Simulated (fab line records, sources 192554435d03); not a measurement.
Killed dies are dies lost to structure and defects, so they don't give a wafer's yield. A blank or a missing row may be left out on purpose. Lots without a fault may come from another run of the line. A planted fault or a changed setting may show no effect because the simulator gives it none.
A struck lot beside a sound one | flow n5_finfet | 22 steps out of a route of 1938
Sound: wafers L502.3, L502.4, L502.6. Struck: wafers L514.2, L514.4, L514.5. The cause comes at the end.
At each step with rows: each side's tool, then ch and its chambers, then its first start. Under that, the readings that differ: sound wafers | struck wafers | difference of the means | sigmas: that difference in standard deviations of wafers without a fault.
alike: readings whose means differ by less than 2 such deviations, and words and numbers that are the same on both sides. not compared: withheld readings, readings that some wafer has no value for, bounds like >300 that may hide the same value, and numbers for which the record gives no deviation and whose values overlap.
The two part at a step that has a row with sigmas, a row that says differs or no value, or rows on one side only. Numbers that don't overlap but have no deviation are shown without sigmas and don't part them. A reading that every wafer of one side lacks parts them only if that side has two wafers or more.

N5_GATE_CUT_CMP_61: polishes, stops on SiNx, t overpolish 3 s.
  sound on cmp-01 ch 1,2,3, day 5 13:02; struck on cmp-02 ch 0,1,3, day 8 11:04
  alike: motor_current_A
N5_GATE_CUT_INSPECT_26: inspects for defects (darkfield).
  sound on defect_inspect-02, day 5 13:16; struck on defect_inspect-02, day 8 11:17
  alike: raw_defect_count
then, 9 steps without rows for these wafers: N5_MOL_CONTACT_COAG_COAT_103 (time 60 s, resist thk 80 nm); N5_MOL_CONTACT_COAG_COAT_104 (time 60 s, resist thk 12 nm); N5_MOL_CONTACT_COAG_COAT_58 (time 60 s, resist thk 10 nm); N5_MOL_CONTACT_COAG_COAT_02 (resist thk 30 nm); N5_MOL_CONTACT_COAG_EBR_04; N5_MOL_CONTACT_COAG_SOFTBAKE_03 (time 60 s); N5_MOL_CONTACT_COAG_EXPOSE_05 (exposes mask CA, defocus 0 nm); N5_MOL_CONTACT_COAG_PEB_06 (peb time 60 s); N5_MOL_CONTACT_COAG_DEVELOP_07 (develop time 30 s).
N5_MOL_CONTACT_COAG_CD_MEAS_08: target cd 28 nm.
  sound on cd_sem-03 ch 0, day 5 13:41; struck on cd_sem-03 ch 0, day 8 11:44
  reading    | sound             | struck            | difference | sigmas
  cd_nm (nm) | 28.02 27.93 28.00 | 29.03 28.92 29.13 | +1.04      | +5
N5_MOL_CONTACT_COAG_OVL_MEAS_09:
  sound on overlay-02 ch 0, day 5 13:44; struck on overlay-02 ch 0, day 8 11:47
  alike: CA_OVL
N5_MOL_CONTACT_COAG_INSPECT_10: inspects for defects (brightfield).
  sound on defect_inspect-01, day 5 13:47; struck on defect_inspect-02, day 8 11:50
  alike: raw_defect_count
N5_MOL_CONTACT_COAG_DESCUM_13: chemistry O2, time 7 s.
  sound on rie_diel-05 ch 0,2,3, day 5 13:49; struck on rie_diel-04 ch 0,1,2, day 8 11:52
  reading               | sound          | struck         | difference | sigmas
  oes_product_au (a.u.) | 0.88 0.90 0.88 | 0.75 0.68 0.71 | -0.17      | -2
  alike: drypump_motor_current_A, rf_vpp_V, showerhead_plenum_p_Torr, throttle_valve_pct
  not compared: rf_hours_counter_h
N5_MOL_CONTACT_COAG_ETCH_59: etches underlayer in N2/H2, target depth 13 nm, time 10.4 s.
  sound on rie_diel-05 ch 0,2,3, day 5 13:51; struck on rie_diel-04 ch 0,1,2, day 8 11:54
  reading               | sound          | struck         | difference | sigmas
  oes_product_au (a.u.) | 0.76 0.78 0.77 | 0.64 0.58 0.60 | -0.16      | -2
  alike: drypump_motor_current_A, etch_rf_on_time_s, rf_vpp_V, showerhead_plenum_p_Torr, throttle_valve_pct
  not compared: rf_hours_counter_h
N5_MOL_CONTACT_COAG_ETCH_105: etches SiARC in CF4, target depth 15.6 nm, time 26 s.
  sound on rie_diel-05 ch 0,2,3, day 5 13:52; struck on rie_diel-04 ch 0,1,2, day 8 11:55
  reading               | sound          | struck         | difference | sigmas
  oes_product_au (a.u.) | 0.77 0.78 0.76 | 0.63 0.58 0.60 | -0.17      | -2
  alike: drypump_motor_current_A, etch_rf_on_time_s, rf_vpp_V, showerhead_plenum_p_Torr, throttle_valve_pct
  not compared: rf_hours_counter_h
N5_MOL_CONTACT_COAG_ETCH_106: etches SOC in N2/H2, target depth 80 nm, overetch 16 nm, time 120 s.
  sound on rie_diel-05 ch 0,2,3, day 5 13:54; struck on rie_diel-04 ch 0,1,2, day 8 11:57
  reading                     | sound          | struck         | difference | sigmas
  drypump_motor_current_A (A) | 5.5 5.6 5.8    | 6.1 6.5 6.4    | +0.7       | +2
  oes_product_au (a.u.)       | 0.79 0.80 0.78 | 0.68 0.61 0.63 | -0.15      | -2
  alike: rf_vpp_V, showerhead_plenum_p_Torr, throttle_valve_pct
  not compared: rf_hours_counter_h
then, 2 steps without rows for these wafers: N5_MOL_CONTACT_COAG_STRIP_107 (strips in N2/H2); N5_MOL_CONTACT_COAG_STRIP_108 (strips in N2/H2).
N5_MOL_CONTACT_COAG_CONTACT_ETCH_14: etches SiO2 in C4F6/O2, target depth 27.5 nm, overetch 8.5 nm, time 20 s.
  sound on rie_diel-05 ch 0,2,3, day 5 14:00; struck on rie_diel-04 ch 0,1,2, day 8 12:03
  reading               | sound          | struck         | difference | sigmas
  oes_f_703_au (a.u.)   | 0.88 0.92 0.89 | 0.73 0.69 0.70 | -0.19      | -2
  oes_product_au (a.u.) | 0.75 0.76 0.75 | 0.64 0.58 0.60 | -0.15      | -2
  alike: drypump_motor_current_A, rf_vpp_V, showerhead_plenum_p_Torr, throttle_valve_pct, model.MOL_CONTACT_COAG.cd_offset_nm
  not compared: rf_hours_counter_h
then, 1 step without rows for these wafers: N5_MOL_CONTACT_COAG_STRIP_109 (strips in C4F6/O2).

WHERE THEY PART
First at N5_MOL_CONTACT_COAG_CD_MEAS_08; last, within this record, at N5_MOL_CONTACT_COAG_CONTACT_ETCH_14.

WHY: what the simulator had put in
Metrology matching offset: cd_sem-03, from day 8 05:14 on, at N5_MOL_CONTACT_COAG_CD_MEAS_08. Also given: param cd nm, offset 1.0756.
